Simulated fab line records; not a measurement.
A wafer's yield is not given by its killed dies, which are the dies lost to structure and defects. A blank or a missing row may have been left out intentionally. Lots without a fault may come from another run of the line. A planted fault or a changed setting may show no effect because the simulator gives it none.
Which tool did it? / flow n5Finfet / 24 lots with 72 wafers sampled at 2 steps, on a route of 1938 steps

== WHAT THE GAUGES SHOWED, per wafer ==
N5_HKMG_FIN_INSPECT_61: inspects for defects (macro). Usual: rawDefectCount at 2.1, with a standard deviation of 1.3.
lot=L074; measured=day 4 02:40; on=defectInspect-01; rawDefectCount=1 0 3; flag=
lot=L075; measured=day 4 13:01; on=defectInspect-01; rawDefectCount=4 4 3; flag=
lot=L076; measured=day 4 19:33; on=defectInspect-01; rawDefectCount=3 1 1; flag=
lot=L078; measured=day 4 23:50; on=defectInspect-02; rawDefectCount=1 3 2; flag=
lot=L077; measured=day 5 04:59; on=defectInspect-02; rawDefectCount=4 3 2; flag=
lot=L079; measured=day 5 08:29; on=defectInspect-01; rawDefectCount=3 1 2; flag=
lot=L080; measured=day 5 12:37; on=defectInspect-02; rawDefectCount=3 2 1; flag=
lot=L081; measured=day 5 21:25; on=defectInspect-02; rawDefectCount=2 6 1; flag=
lot=L082; measured=day 6 06:55; on=defectInspect-02; rawDefectCount=2 3 0; flag=
lot=L083; measured=day 6 11:51; on=defectInspect-01; rawDefectCount=1 3 2; flag=
lot=L084; measured=day 6 23:55; on=defectInspect-02; rawDefectCount=2 1 5; flag=
lot=L085; measured=day 7 05:05; on=defectInspect-02; rawDefectCount=2 2 4; flag=
lot=L086; measured=day 7 08:49; on=defectInspect-02; rawDefectCount=3 2 0; flag=
lot=L087; measured=day 7 11:53; on=defectInspect-02; rawDefectCount=1 2 1; flag=
lot=L088; measured=day 7 18:04; on=defectInspect-02; rawDefectCount=2 5 3; flag=
lot=L089; measured=day 7 22:26; on=defectInspect-01; rawDefectCount=3 2 2; flag=
lot=L090; measured=day 8 02:13; on=defectInspect-01; rawDefectCount=2 3 2; flag=
lot=L092; measured=day 8 09:57; on=defectInspect-01; rawDefectCount=1 2 0; flag=
lot=L091; measured=day 8 13:44; on=defectInspect-02; rawDefectCount=1 2 4; flag=
lot=L093; measured=day 8 22:16; on=defectInspect-02; rawDefectCount=1 3 2; flag=
lot=L094; measured=day 9 05:12; on=defectInspect-01; rawDefectCount=4 3 3; flag=
lot=L095; measured=day 9 05:22; on=defectInspect-01; rawDefectCount=1 2 2; flag=
lot=L096; measured=day 9 15:35; on=defectInspect-02; rawDefectCount=4 0 5; flag=
lot=L097; measured=day 9 20:58; on=defectInspect-02; rawDefectCount=0 1 3; flag=

N5_HKMG_FIN_INSPECT_14: inspects for defects (macro). Usual: rawDefectCount at 2, with a standard deviation of 1.4.
lot=L074; measured=day 4 06:22; on=defectInspect-01; rawDefectCount=2 2 2; flag=
lot=L075; measured=day 4 16:26; on=defectInspect-02; rawDefectCount=1 4 3; flag=
lot=L076; measured=day 4 22:47; on=defectInspect-02; rawDefectCount=4 2 1; flag=
lot=L078; measured=day 5 03:31; on=defectInspect-01; rawDefectCount=2 1 6; flag=
lot=L077; measured=day 5 08:14; on=defectInspect-01; rawDefectCount=1 2 2; flag=
lot=L079; measured=day 5 12:12; on=defectInspect-01; rawDefectCount=3 0 2; flag=
lot=L080; measured=day 5 16:13; on=defectInspect-02; rawDefectCount=1 1 0; flag=
lot=L081; measured=day 6 00:50; on=defectInspect-01; rawDefectCount=5 3 5; flag=
lot=L082; measured=day 6 10:10; on=defectInspect-01; rawDefectCount=1 2 0; flag=
lot=L083; measured=day 6 15:09; on=defectInspect-01; rawDefectCount=6 1 5; flag=
lot=L084; measured=day 7 03:10; on=defectInspect-01; rawDefectCount=3 1 1; flag=
lot=L085; measured=day 7 09:13; on=defectInspect-02; rawDefectCount=0 2 1; flag=
lot=L086; measured=day 7 12:11; on=defectInspect-01; rawDefectCount=1 1 2; flag=
lot=L087; measured=day 7 15:30; on=defectInspect-01; rawDefectCount=1 3 0; flag=
lot=L088; measured=day 7 21:29; on=defectInspect-02; rawDefectCount=2 3 0; flag=
lot=L089; measured=day 8 01:43; on=defectInspect-01; rawDefectCount=1 0 2; flag=
lot=L090; measured=day 8 05:50; on=defectInspect-02; rawDefectCount=2 2 1; flag=
lot=L092; measured=day 8 13:19; on=defectInspect-02; rawDefectCount=4 2 1; flag=
lot=L091; measured=day 8 17:16; on=defectInspect-02; rawDefectCount=1 0 2; flag=
lot=L093; measured=day 9 01:35; on=defectInspect-02; rawDefectCount=0 4 1; flag=
lot=L094; measured=day 9 08:40; on=defectInspect-02; rawDefectCount=2 6 4; flag=
lot=L095; measured=day 9 09:07; on=defectInspect-02; rawDefectCount=3 1 1; flag=
lot=L096; measured=day 9 18:49; on=defectInspect-01; rawDefectCount=4 3 2; flag=
lot=L097; measured=day 10 00:19; on=defectInspect-02; rawDefectCount=3 0 1; flag=

== WHICH TOOL RAN EACH LOT (tool, then ch and the chambers of the sampled wafers, then the start) ==
The record holds no process step before these readings.

== WHAT THE TOOLS THEMSELVES READ (means of the sampled wafers that have a number; where no wafer has one, the mark that the record gives instead) ==
The record holds no such reading with a usual standard deviation.

== THE ANSWER, worked out from the rows above alone ==
Rule: take the mean of a lot's wafers that have a number; if it is more than 3 standard deviations from the usual mean, the lot is off. Also off: a lot with no number at a reading for which 4 or more lots have one. All remaining lots with rows at the step are treated as sound. After the gauges, taken in route order, come the tools' own readings; for these a lot's mean is taken, as printed above. The first step at which some lot is off is used, and at that step the reading that is off furthest; a lot without a number counts as furthest.
None of the lots is off at any reading shown; this tells nothing.

== WHAT THE SIMULATOR HAD INSERTED ==
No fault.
